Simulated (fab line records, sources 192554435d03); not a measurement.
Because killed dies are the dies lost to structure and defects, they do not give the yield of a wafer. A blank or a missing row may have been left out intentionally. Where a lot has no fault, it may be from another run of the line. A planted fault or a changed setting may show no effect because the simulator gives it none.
Lot-split experiment ; flow n5_finfet ; on a route of 1938 steps: 7 lots, 21 wafers read

== ON THE SPLIT ==
At N5_BEOL_M11_PECVD_70 (deposits SiO2 from TEOS/O2, target thk 20 nm, time 22.7 s), the setting temp_c was moved away from the recipe's 400 C on 9 of the 21 wafers read, by -1.3% to +4.0%. The other wafers ran this setting at the recipe's value.

The reading comes from the split's own step.

== THE READING ==
SiO2_of_BEOL_M11_PECVD_70.thk_nm (the simulator's own value, which no gauge read), in nm, at N5_BEOL_M11_PECVD_70 (deposits SiO2 from TEOS/O2, target thk 20 nm, time 22.7 s). The file does not state a usual value for it. The 12 wafers here that ran the recipe average 19.9 nm, standard deviation 0.22 nm.

wafer;tool, chamber at the split;temp_c as run, C;against the recipe;SiO2_of_BEOL_M11_PECVD_70.thk_nm, nm;against lot-mates on the recipe
L074.2;pecvd-04, 1;400;recipe;19.8;-
L074.3;pecvd-04, 2;400;recipe;20;-
L074.4;pecvd-04, 0;400;recipe;20.2;-
L076.1;pecvd-04, 0,1;404.6;+1.2%;19.2;-0.4
L076.4;pecvd-04, 0,1;404.6;+1.2%;19.2;-0.4
L076.2;pecvd-04, 1;400;recipe;19.6;-
L081.1;pecvd-04, 0;400;recipe;19.8;-
L081.2;pecvd-04, 2;400;recipe;20;-
L081.4;pecvd-04, 0;400;recipe;20.4;-
L083.3;pecvd-04, 0,1;404.5;+1.1%;19.4;no lot-mate on the recipe
L083.4;pecvd-04, 0,1;404.5;+1.1%;19.4;no lot-mate on the recipe
L083.6;pecvd-04, 0;404.5;+1.1%;19.8;no lot-mate on the recipe
L086.2;pecvd-03, 1;394.8;-1.3%;20.4;+0.2
L086.4;pecvd-03, 1;394.8;-1.3%;20.8;+0.6
L086.5;pecvd-03, 2;400;recipe;20.2;-
L088.1;pecvd-04, 0,1,2;400;recipe;19.8;-
L088.3;pecvd-04, 0,1,2;400;recipe;19.8;-
L088.4;pecvd-04, 0,1,2;400;recipe;19.8;-
L090.2;pecvd-03, 1;400;recipe;20;-
L090.3;pecvd-03, 2;416.2;+4.0%;17.8;-2.2
L090.5;pecvd-03, 1;416.2;+4.0%;18.2;-1.8
Rows listing several chambers each stand for several wafers; the file does not say which wafer went through which chamber.

THE FIT
A straight line over all 21 wafers: SiO2_of_BEOL_M11_PECVD_70.thk_nm changes by -0.484 nm for each +1% of temp_c; r = -0.95; the points scatter about the line by 0.22 nm.
The same after taking each lot's own level away (the mean of its wafers on the recipe; 18 wafers): -0.463 nm for each +1%; r = -0.96; scatter 0.19 nm.
That fit puts the effect of the largest move of temp_c on the reading at 1.9 nm.
From 19.60 to 20.20 nm: that is the span of the lots' own levels, equal to 2.8 times the standard deviation above.
Consequently the slope shifts little with the lot-to-lot level, the two slopes agreeing.
Check: for one of the wafers moved furthest among these (+4.0%), held out of the fit, the line's prediction against its lot-mates is -1.68 nm. Against them it came out at -2.2 nm.

== THE OTHER SPLITS THESE WAFERS WENT THROUGH ==
Before the reading, these wafers also passed through other splits. Each is held against what the fit with the lots' levels taken away leaves over:
other split on the same wafers;wafers away from the commonest value;r with SiO2_of_BEOL_M11_PECVD_70.thk_nm (lot level and that fit taken away)
N5_BEOL_M8_EXPOSE_08 dose_mj;9;-0.12
N5_BEOL_M9_COAT_60 spin_rpm;7;-0.05
N5_BEOL_M9_ETCH_62 time_s;9;+0.14
N5_BEOL_M10_COAT_60 spin_rpm;6;-0.14

== FILE'S OWN FIT ==
SiO2_of_BEOL_M11_PECVD_70.thk_nm changes by -0.468 nm for each +1% of temp_c, r = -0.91.
